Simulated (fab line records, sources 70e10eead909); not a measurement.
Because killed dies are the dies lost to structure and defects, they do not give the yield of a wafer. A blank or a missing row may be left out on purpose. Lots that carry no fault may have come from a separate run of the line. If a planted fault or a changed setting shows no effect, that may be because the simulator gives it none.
3 desks, one fault | flow nand_harc | what lay behind the numbers comes last; until then each desk has only its own

## THE DEFECT DESK
For each lot, the counts of the inspections along the route, averaged over the sampled wafers that have a number. Any lot whose mean is over 4 standard deviations away from the usual mean is out of limits and marked OUT; that distance is given in the brackets.
Columns: A = raw_defect_count at NHARC_A_CHANNEL_HOLE_D2_INSPECT_12, usual 29
lot  | first seen here | A
L194 | day 13 17:53    | 2
L197 | day 15 07:16    | 51
L199 | day 16 01:36    | 10
L200 | day 16 15:15    | 8
L202 | day 16 18:03    | 61
L203 | day 17 01:10    | 59
L205 | day 17 12:56    | 9
L207 | day 19 04:20    | 14
L210 | day 20 07:47    | 14
L211 | day 20 19:27    | 21
L216 | day 22 21:34    | 26
This desk's verdict: no lot among the 11 shows anything out of limits.

## AT THE TOOL OWNER'S DESK: har_etch-02
The tool's own readings at NHARC_A_CHANNEL_HOLE_D2_ETCH_25 (etches the open film in C4F8/O2/Ar, time 1040.2 s, target depth 1500 nm): means of the sampled wafers that have a number, for each lot that ran on this tool. Any lot whose mean is over 4 standard deviations away from the usual mean is out of limits and marked OUT; that distance is given in the brackets.
Columns: A = drypump_motor_current_A at NHARC_A_CHANNEL_HOLE_D2_ETCH_25, usual 5.7 A; B = showerhead_plenum_p_Torr at NHARC_A_CHANNEL_HOLE_D2_ETCH_25, usual 3.66 Torr; C = throttle_valve_pct at NHARC_A_CHANNEL_HOLE_D2_ETCH_25, usual 32.235 %
lot  | first seen here | A   | B    | C
L194 | day 14 00:41    | 6.2 | 3.49 | 32.228
L197 | day 15 11:25    | 6.4 | 3.54 | 32.239
L203 | day 17 13:17    | 6.4 | 3.93 | 32.229
L210 | day 20 13:05    | 6.4 | 3.90 | 32.244
L211 | day 20 23:52    | 6.2 | 3.90 | 32.236
This desk's verdict: no lot among the 5 shows anything out of limits.

## METROLOGY DESK
What the gauges read for every lot (on any tool): the sampled wafers with a number, averaged. Any lot whose mean is over 4 standard deviations away from the usual mean is out of limits and marked OUT; that distance is given in the brackets.
Columns: A = cd_nm at NHARC_A_CHANNEL_HOLE_D2_CD_MEAS_31, usual 89.8 nm
lot  | first seen here | A
L194 | day 14 03:18    | 89.5
L197 | day 15 14:02    | 89.6
L199 | day 16 08:25    | 89.7
L200 | day 16 21:59    | 89.1
L202 | day 17 02:10    | 90.5
L203 | day 17 15:45    | 91.2
L205 | day 17 22:12    | 89.1
L207 | day 19 13:01    | 88.6
L210 | day 20 15:44    | 85.3 (-4.1) OUT
L211 | day 21 02:12    | 86.6
L216 | day 23 04:17    | 90.4
This desk's finding: out of limits on L210; first on L210, day 20 15:44 (cd_nm at NHARC_A_CHANNEL_HOLE_D2_CD_MEAS_31). In limits: L194, L197, L199, L200, L202, L203, L205, L207, L211, L216.

## ALL TOGETHER
Metrology desk: alarm possible at day 20 15:44 on L210.
Nothing the defect desk looked at was out of limits.
The tool owner's desk saw nothing out of limits.
The defect desk has L210 on record, within its limits.
The tool owner's desk has L210 on record, within its limits.
NHARC_A_CHANNEL_HOLE_D2_ETCH_25 was run on har_etch-02 by each of the lots named.

## WHAT WAS PUT IN BY THE SIMULATOR
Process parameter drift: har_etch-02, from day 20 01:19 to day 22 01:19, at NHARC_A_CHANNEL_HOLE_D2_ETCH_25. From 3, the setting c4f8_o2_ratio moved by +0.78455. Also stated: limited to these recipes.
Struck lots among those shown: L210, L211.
Time in hours between the start of the fault and the first out-of-limits reading at each desk: metrology desk, 14.
